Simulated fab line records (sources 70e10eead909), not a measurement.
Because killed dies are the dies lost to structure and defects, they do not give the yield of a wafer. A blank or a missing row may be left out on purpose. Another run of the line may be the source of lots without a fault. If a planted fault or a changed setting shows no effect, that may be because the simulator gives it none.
Matching of chambers | flow nandHarc | NHARC_A_CONTACT_ETCH_90 on rieDiel-12 has 4 sister chambers
The step etches the open film in CH3F/O2, target depth 40 nm, time 85.7 s. 42 wafers are shown with their chamber, then 12 later ones without.

EACH WAFER AND ITS CHAMBER
wafer  | chamber | drypumpMotorCurrentA (A) | showerheadPlenumPTorr (Torr) | rfVppV (V)
L079.1 | 2       | 5.7                      | 2.30                         | 240.5
L079.2 | 0       | 4.9                      | 2.36                         | 245.0
L079.6 | 3       | 5.9                      | 2.54                         | 244.1
L080.1 | 0       | 4.9                      | 2.36                         | 243.8
L080.2 | 2       | 5.7                      | 2.30                         | 241.5
L080.3 | 1       | 5.9                      | 2.43                         | 244.5
L081.1 | 2       | 5.7                      | 2.30                         | 242.3
L081.3 | 0       | 4.9                      | 2.36                         | 242.5
L081.5 | 1       | 5.9                      | 2.43                         | 241.2
L082.1 | 0       | 4.9                      | 2.36                         | 242.4
L082.3 | 2       | 5.7                      | 2.30                         | 244.3
L082.4 | 1       | 5.9                      | 2.42                         | 244.8
L083.2 | 1       | 5.9                      | 2.42                         | 244.0
L083.4 | 2       | 5.7                      | 2.30                         | 243.0
L083.5 | 3       | 5.9                      | 2.54                         | 244.5
L084.1 | 2       | 5.7                      | 2.30                         | 242.3
L084.3 | 0       | 4.9                      | 2.36                         | 241.5
L084.4 | 1       | 6.0                      | 2.42                         | 243.7
L085.2 | 3       | 5.9                      | 2.54                         | 244.1
L085.3 | 1       | 5.9                      | 2.42                         | 243.2
L085.6 | 0       | 4.9                      | 2.36                         | 243.6
L086.1 | 0       | 4.9                      | 2.36                         | 242.3
L086.4 | 1       | 5.9                      | 2.42                         | 244.8
L086.6 | 2       | 5.7                      | 2.29                         | 243.5
L087.1 | 1       | 5.9                      | 2.42                         | 242.2
L087.3 | 2       | 5.7                      | 2.30                         | 241.0
L087.4 | 0       | 4.9                      | 2.36                         | 243.8
L088.3 | 2       | 5.7                      | 2.29                         | 242.2
L088.4 | 3       | 5.9                      | 2.53                         | 244.2
L088.6 | 1       | 5.9                      | 2.42                         | 243.7
L089.1 | 3       | 5.9                      | 2.53                         | 245.9
L089.2 | 2       | 5.7                      | 2.29                         | 242.5
L089.6 | 0       | 4.9                      | 2.36                         | 242.4
L090.3 | 3       | 5.9                      | 2.53                         | 244.9
L090.4 | 2       | 5.7                      | 2.29                         | 242.6
L090.5 | 2       | 5.7                      | 2.29                         | 240.9
L091.1 | 1       | 6.0                      | 2.42                         | 243.5
L091.2 | 2       | 5.7                      | 2.29                         | 242.4
L091.6 | 2       | 5.7                      | 2.29                         | 244.0
L092.1 | 3       | 5.9                      | 2.53                         | 245.0
L092.2 | 2       | 5.7                      | 2.29                         | 241.6
L092.6 | 2       | 5.7                      | 2.29                         | 242.2

SIGNATURES (means of the wafers above)
reading               | chamber 0 | chamber 1 | chamber 2 | chamber 3 | scatter within a chamber
drypumpMotorCurrentA  | 4.900     | 5.920     | 5.700     | 5.900     | 0.0205
showerheadPlenumPTorr | 2.3600    | 2.4220    | 2.2944    | 2.5343    | 0.00437
rfVppV                | 243.033   | 243.560   | 242.300   | 244.671   | 1.03
Rule: distance of a wafer from a chamber = root of the sum over the readings of ((wafer's reading minus chamber's mean) / reading's scatter) squared. The wafer belongs to the nearest chamber; if the next one is less than 2 further off, it can't be placed. How the scatter is found: for the shown wafers, subtract from each reading the mean of its chamber, square and add these, divide the total by (wafers less chambers), then take the root.

WAFERS WITHOUT THEIR CHAMBER
wafer  | drypumpMotorCurrentA (A) | showerheadPlenumPTorr (Torr) | rfVppV (V)
L093.1 | 5.7                      | 2.29                         | 242.5
L093.5 | 5.9                      | 2.42                         | 243.9
L093.6 | 5.7                      | 2.29                         | 242.2
L095.1 | 5.9                      | 2.42                         | 243.4
L095.3 | 4.9                      | 2.35                         | 241.7
L095.5 | 5.7                      | 2.29                         | 242.3
L094.1 | 5.9                      | 2.42                         | 243.5
L094.4 | 5.9                      | 2.53                         | 245.4
L094.6 | 4.9                      | 2.35                         | 244.3
L097.1 | 6.0                      | 2.42                         | 244.2
L097.4 | 5.9                      | 2.53                         | 245.4
L097.6 | 6.0                      | 2.42                         | 245.0

THE CHAMBER EACH PASSED THROUGH
wafer  | from the rows above | in truth
L093.1 | 2                   | 2
L093.5 | 1                   | 1
L093.6 | 2                   | 2
L095.1 | 1                   | 1
L095.3 | 0                   | 0
L095.5 | 2                   | 2
L094.1 | 1                   | 1
L094.4 | 3                   | 3
L094.6 | 0                   | 0
L097.1 | 1                   | 1
L097.4 | 3                   | 3
L097.6 | 1                   | 1
Placed correctly: 12 of 12. Number that these rows cannot place: 0. 0 placed wrongly.
